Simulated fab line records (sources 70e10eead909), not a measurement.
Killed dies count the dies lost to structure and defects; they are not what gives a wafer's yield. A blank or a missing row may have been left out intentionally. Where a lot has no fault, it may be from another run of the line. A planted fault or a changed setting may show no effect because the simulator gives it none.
Which tool did it? + flow nand harc + 6 lots, 18 wafers sampled, at 3 steps of a route of 1302

## WHAT EACH GAUGE READ, for each wafer
NHARC_P_GATE_CD_MEAS_11 targets a cd of 1640 nm.
| lot  | measured     | on        | cd nm (nm)           |
|------|--------------|-----------|----------------------|
| L242 | day 5 04:49  | cd sem-02 | 1641.4 1641.1 1641.4 |
| L244 | day 5 22:06  | cd sem-03 | 1637.3 1639.4 1639.9 |
| L259 | day 12 03:43 | cd sem-03 | 1640.3 1638.9 1640.5 |
| L262 | day 13 09:02 | cd sem-03 | 1642.9 1640.1 1643.5 |

## WHICH TOOL RAN EACH LOT (tool, then ch and the chambers of the sampled wafers, then the start)
| lot  | NHARC_P_ZERO_WELL_DESCUM_13        | NHARC_P_ZERO_WELL_IMPLANT_40    |
|------|------------------------------------|---------------------------------|
| L242 | rie diel-06 ch 1,2,3, day 2 17:23  | implanter-01 ch 0, day 2 20:26  |
| L244 | rie diel-06 ch 0,1,2, day 3 13:16  | implanter-02 ch 0, day 3 16:25  |
| L246 | rie diel-12 ch 0,3, day 4 09:20    | implanter-02, day 4 12:30       |
| L248 | rie diel-06 ch 0,1,3, day 5 05:25  | implanter-01, day 5 08:32       |
| L259 | rie diel-06 ch 1,2, day 9 19:23    | implanter-01 ch 0, day 9 22:37  |
| L262 | rie diel-06 ch 0,1,2, day 11 01:24 | implanter-01 ch 0, day 11 04:50 |
- NHARC_P_ZERO_WELL_DESCUM_13: chemistry O2, time 3 s.
- NHARC_P_ZERO_WELL_IMPLANT_40

## THE ANSWER, worked out from the rows above alone
Rule: the lots themselves supply what counts as usual. The widest of any qualifying gaps counts: lots, ordered by their means at a reading, are off when they make up no more than a third of the lots, leave a main group of 4 or more, and stand apart from it by 3 or more times the standard deviation of that group's means. The tables above print the reading to a certain number of digits; a main group whose means all agree to those digits is not used. A lot without any number at a reading at which 4 lots or more have one is off too. All remaining lots with rows at the step are treated as sound.
No lot is off on any of the readings shown, so nothing can be concluded from this.

## WHAT THE SIMULATOR PUT IN
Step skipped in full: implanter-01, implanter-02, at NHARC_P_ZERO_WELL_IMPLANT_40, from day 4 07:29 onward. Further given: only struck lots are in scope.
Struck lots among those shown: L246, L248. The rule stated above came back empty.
